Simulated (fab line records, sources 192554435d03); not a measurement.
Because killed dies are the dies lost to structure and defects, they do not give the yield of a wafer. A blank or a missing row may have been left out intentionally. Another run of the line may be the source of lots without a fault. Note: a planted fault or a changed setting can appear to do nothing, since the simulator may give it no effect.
Struck lot and sound lot, side by side -- flow n5-finfet -- 20 steps out of a route of 1938
Sound: these wafers, L620.1, L620.3, L620.6. The struck wafers were L625.1, L625.2, L625.5. Last of all comes the cause.
At each step with rows: each side's tool, then ch and its chambers, then its first start. Under that, the readings that differ: sound wafers -- struck wafers -- difference of the means -- sigmas: that difference in standard deviations of wafers without a fault.
alike: same words and numbers on both sides, and readings whose means sit less than 2 such deviations apart. not compared: any withheld reading, any reading some wafer has no value for, any bound like >300 that may hide the same value, and any number with overlapping values for which the record gives no deviation.
Wherever a step has rows on one side only, a row that says differs or no value, or a row with sigmas, the two part there. Numbers that don't overlap but have no deviation are shown without sigmas and don't part them. A reading missing from all wafers of one side parts the sides only when that side holds two or more wafers.

first, 2 steps without rows for these wafers: N5_BEOL_M2_STRIP_65 (strips in N2/H2); N5_BEOL_M2_STRIP_75 (strips in N2/H2).
N5_BEOL_M2_STRIP_66: strips in CF4.
  sound on rie-diel-03 ch 0,3, day 9 02:04; struck on rie-diel-06 ch 0,1,3, day 10 11:55
  alike: drypump-motor-current-A, oes-product-au, rf-vpp-V, showerhead-plenum-p-Torr, throttle-valve-pct
  not compared: rf-hours-counter-h
N5_BEOL_M2_HM_OPEN_17: chemistry Cl2/BCl3, target TiN, target depth 20 nm, overetch 6 nm.
  sound on rie-metal-01 ch 1, day 9 02:10; struck on rie-metal-02 ch 0, day 10 11:57
reading,sound,struck,difference,sigmas
bias-w (W),126.6 126.5 126.2,125.6 125.2 125.3,-1.1,-3
throttle-valve-pct (%),22.09 22.10 22.09,21.65 21.65 21.66,-0.44,-2
  alike: drypump-motor-current-A, oes-product-au
  not compared: rf-hours-counter-h
N5_BEOL_M2_STRIP_19: strips in O2.
  sound on rie-diel-06 ch 2,3, day 9 02:23; struck on rie-diel-03 ch 0,1,3, day 10 12:10
  alike: drypump-motor-current-A, oes-product-au, rf-vpp-V, showerhead-plenum-p-Torr, throttle-valve-pct
  not compared: rf-hours-counter-h
N5_BEOL_M2_CD_MEAS_18: pitch 36 nm, target cd 18 nm.
  sound on cd-sem-01, day 9 02:27; struck on cd-sem-03, day 10 12:14
  alike: cd-nm
then, 6 steps without rows for these wafers: N5_BEOL_M2_COAT_67 (time 60 s, resist thk 60 nm); N5_BEOL_M2_COAT_68 (time 60 s, resist thk 12 nm); N5_BEOL_M2_COAT_76 (time 60 s, resist thk 5 nm); N5_BEOL_M2_COAT_22 (resist thk 30 nm); N5_BEOL_M2_EBR_24; N5_BEOL_M2_SOFTBAKE_23 (time 60 s).
N5_BEOL_M2_EXPOSE_25: exposes mask V1, defocus 5 nm.
  sound on euv-scanner-02 ch 0, day 9 02:37; struck on euv-scanner-02 ch 0, day 10 12:25
reading,sound,struck,difference,sigmas
model.BEOL_M2.overlay-x-nm (nm),-0.4 -0.4 -0.4,3.8 3.8 3.8,+4.2,
  alike: mask, reticle-temp-C
then, 2 steps without rows for these wafers: N5_BEOL_M2_PEB_26 (peb time 60 s); N5_BEOL_M2_DEVELOP_27 (develop time 30 s).
N5_BEOL_M2_CD_MEAS_28: target cd 26.2 nm, target cd y 24.1 nm.
  sound on cd-sem-03 ch 0, day 9 02:46; struck on cd-sem-03 ch 0, day 10 12:34
  alike: cd-nm
N5_BEOL_M2_OVL_MEAS_29:
  sound on overlay-02 ch 0, day 9 02:48; struck on overlay-01 ch 0, day 10 12:35
reading,sound,struck,difference,sigmas
V1_OVL (nm),-1.1 -2.0 -0.7,4.1 3.6 3.3,+4.9,+7
N5_BEOL_M2_INSPECT_30: inspects for defects (brightfield).
  sound on defect-inspect-01, day 9 02:52; struck on defect-inspect-01, day 10 12:39
  alike: raw-defect-count
-- a jump in the record: the struck wafers' starts before and after are 2 days apart (it breaks off in module BEOL_M2 and resumes in module BEOL_M4, where the first step shown is number 1111 of the route) --
N5_BEOL_M4_RC_MEAS_101:
  sound on prober-02 ch 0, day 12 03:34; struck on prober-02 ch 0, day 12 20:28
  alike: DIBL_N, DIBL_P, IOFF_N, IOFF_P, ION_N, ION_P, SS_N, SS_P, VT_N, VT_P
N5_PASSIVATION_PROBE_49:
  sound wafers here have rows in the record (prober-02, day 16 13:03); struck ones have none

WHERE THEY PART
At N5_BEOL_M2_HM_OPEN_17 first; at N5_PASSIVATION_PROBE_49 last (within this record only).

WHY: the cause the simulator had injected
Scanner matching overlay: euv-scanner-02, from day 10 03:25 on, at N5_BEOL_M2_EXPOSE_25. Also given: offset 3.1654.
